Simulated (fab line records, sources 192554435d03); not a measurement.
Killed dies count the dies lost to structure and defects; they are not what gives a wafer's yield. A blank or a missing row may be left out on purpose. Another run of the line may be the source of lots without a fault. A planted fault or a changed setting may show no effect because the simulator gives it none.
Struck lot and sound lot, side by side + flow n5_finfet + 39 steps out of a route of 1938
Sound: these wafers, L832.1, L832.4, L832.5. Struck: wafer L840.4 (L840.5, L840.6, from the same lot, were not struck and are left out); the cause is given at the end.
Order at every step that has rows: each side's tool, ch and its chambers, its first start. Under that, the readings that differ: sound wafers + struck wafers + difference of the means + sigmas: that difference in standard deviations of wafers without a fault.
alike: a reading whose means differ by less than 2 such deviations, as well as words and numbers matching on both sides. not compared: withheld readings; readings where some wafer has no value; bounds like >300 that might hide an equal value; numbers whose values overlap and for which the record gives no deviation.
Wherever a step has rows on one side only, a row that says differs or no value, or a row with sigmas, the two part there. Non-overlapping numbers with no deviation appear without sigmas and do not part them. A reading missing from all wafers of one side parts the sides only when that side holds two or more wafers.

first, 8 steps without rows for these wafers: N5_MOL_CONTACT_COAG_ANNEAL_112 (time 1800 s); N5_BEOL_M0_SAQP_PECVD_00 (deposits SiCN from 3MS/NH3, target thk 8 nm, time 14 s); N5_BEOL_M0_SAQP_ILD_DEP_01 (deposits SiOC from DEMS/O2, target thk 45.419 nm, time 8.7 s); N5_BEOL_M0_SAQP_HM_DEP_02 (deposits TiN, target thk 12 nm); N5_BEOL_M0_SAQP_PECVD_03 (deposits SiCN from 3MS/NH3, target thk 12 nm, time 21.1 s); N5_BEOL_M0_SAQP_PECVD_96 (deposits a-Si from SiH4/He, target thk 45 nm, time 45.2 s); N5_BEOL_M0_SAQP_PECVD_97 (deposits SiNx from SiH4/NH3/N2, target thk 23 nm, time 19.9 s); N5_BEOL_M0_SAQP_PECVD_04 (deposits a-Si from SiH4/He, target thk 60 nm, time 60.2 s).
N5_BEOL_M0_SAQP_HM_DEP_111: deposits SiO2 from SiH4/N2O, target thk 12 nm, time 7.2 s.
  sound on pecvd-01 ch 0,1,2, day 5 20:04; struck on pecvd-01 ch 0, day 7 23:12
| reading                      | sound                | struck | difference | sigmas |
|------------------------------|----------------------|--------|------------|--------|
| chamber_pressure_Torr (Torr) | 0.7492 0.7474 0.7489 | 0.7522 | +0.0037    | +2     |
  alike: heater_power_w, showerhead_plenum_p_Torr
then, 8 steps without rows for these wafers: N5_BEOL_M0_SAQP_COAT_81 (time 60 s, resist thk 100 nm); N5_BEOL_M0_SAQP_COAT_82 (time 60 s, resist thk 30 nm); N5_BEOL_M0_SAQP_COAT_08 (resist thk 90 nm); N5_BEOL_M0_SAQP_EBR_10; N5_BEOL_M0_SAQP_SOFTBAKE_09 (time 60 s); N5_BEOL_M0_SAQP_EXPOSE_11 (exposes mask M0 CORE, target cd 42 nm); N5_BEOL_M0_SAQP_PEB_12 (peb time 60 s); N5_BEOL_M0_SAQP_DEVELOP_13 (develop time 30 s).
N5_BEOL_M0_SAQP_INSPECT_16: inspects for defects (brightfield).
  sound on defect_inspect-02 at day 5 20:34; struck on defect_inspect-01 at day 7 23:40
| reading          | sound       | struck | difference | sigmas |
|------------------|-------------|--------|------------|--------|
| raw_defect_count | 379 379 348 | 1343   | +974       | +10    |
then, 17 steps without rows for these wafers: N5_BEOL_M0_SAQP_DESCUM_19 (chemistry O2, time 7.9 s); N5_BEOL_M0_SAQP_ETCH_83 (etches SiARC in CF4, target depth 39 nm, time 65 s); N5_BEOL_M0_SAQP_ETCH_84 (etches SOC in N2/H2, target depth 100 nm, overetch 20 nm, time 150 s); N5_BEOL_M0_SAQP_STRIP_80 (strips in N2/H2); N5_BEOL_M0_SAQP_HM_OPEN_112 (chemistry CHF3/O2, target SiO2, stops on a-Si, target depth 12 nm, time 13.5 s); N5_BEOL_M0_SAQP_STRIP_113 (strips in CHF3/O2); N5_BEOL_M0_SAQP_MANDREL_ETCH_20 (etches a-Si in HBr/Cl2, stops on SiNx, target depth 60 nm, bt time 10 s, time 30 s); N5_BEOL_M0_SAQP_STRIP_86 (strips in N2/H2); N5_BEOL_M0_SAQP_STRIP_115 (strips in post etch residue remover, time 60 s); N5_BEOL_M0_SAQP_SRD_93 (time 30 s); N5_BEOL_M0_SAQP_RECESS_114 (chemistry HF/NH3, target SiO2, target depth 14.4 nm, afs cycles 3, sublimation time 60 s); N5_BEOL_M0_SAQP_SPACER1_ALD_98 (deposits SiO2, target thk 12.8 nm, pulse time 1 s, purge time 2 s); N5_BEOL_M0_SAQP_SPACER1_ETCHBACK_99 (etches SiO2 in CHF3/O2, target depth 15.4 nm, time 7.7 s); N5_BEOL_M0_SAQP_MANDREL1_REMOVE_100 (chemistry HBr/Cl2/O2, target a-Si, stops on SiNx, bt time 10 s); N5_BEOL_M0_SAQP_ETCH_101 (etches SiNx in CH3F/O2, target depth 29.9 nm, time 42.7 s); N5_BEOL_M0_SAQP_ETCH_102 (etches SiO2 in CF4, target depth 4 nm, time 4.4 s); N5_BEOL_M0_SAQP_MANDREL_ETCH_103 (etches a-Si in HBr/Cl2, stops on SiCN, target depth 45 nm, bt time 10 s, time 27 s).
N5_BEOL_M0_SAQP_INSPECT_42: inspects for defects (brightfield).
  sound on defect_inspect-01 at day 6 01:19; struck on defect_inspect-01 at day 8 03:34
| reading          | sound       | struck | difference | sigmas |
|------------------|-------------|--------|------------|--------|
| raw_defect_count | 194 277 153 | 1232   | +1024      | +12    |
N5_BEOL_M0_CUTY_INSPECT_59: inspects for defects (macro).
  sound on defect_inspect-01 at day 6 02:56; struck on defect_inspect-02 at day 8 04:57
| reading          | sound | struck | difference | sigmas |
|------------------|-------|--------|------------|--------|
| raw_defect_count | 2 3 2 | >300   | differs    |        |
-- here the record skips 3 days between the struck wafers' starts before and after, leaving off in module BEOL_M0_CUTY and picking up in module BEOL_M4 (first step shown: number 1111 of the route) --
N5_BEOL_M4_RC_MEAS_101:
  sound on prober-02 ch 0, day 8 05:33; struck on prober-02 ch 0, day 10 17:59
| reading       | sound             | struck | difference | sigmas |
|---------------|-------------------|--------|------------|--------|
| ION_N (uA/um) | 674 678 697       | 662    | -21        | -2     |
| ION_P (uA/um) | 463 470 478       | 456    | -14        | -2     |
| VT_N (mV)     | 250.0 249.5 248.2 | 254.8  | +5.6       | +2     |
  alike: DIBL_N, DIBL_P, IOFF_N, IOFF_P, SS_N, SS_P, VT_P
-- record jumps: 4 days separate the struck wafers' starts on either side; left off in module BEOL_M4, taken up again in module PASSIVATION, whose first shown step is the route's number 1936 --
N5_PASSIVATION_PROBE_49:
  record: rows for the struck wafers here (prober-01, day 14 23:14), none for the sound ones

## WHERE THEY PART
First at N5_BEOL_M0_SAQP_HM_DEP_111; last, within this record, at N5_PASSIVATION_PROBE_49.

WHY: what had been put in by the simulator
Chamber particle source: pecvd-01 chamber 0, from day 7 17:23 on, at N5_BEOL_M0_SAQP_HM_DEP_111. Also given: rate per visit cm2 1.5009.
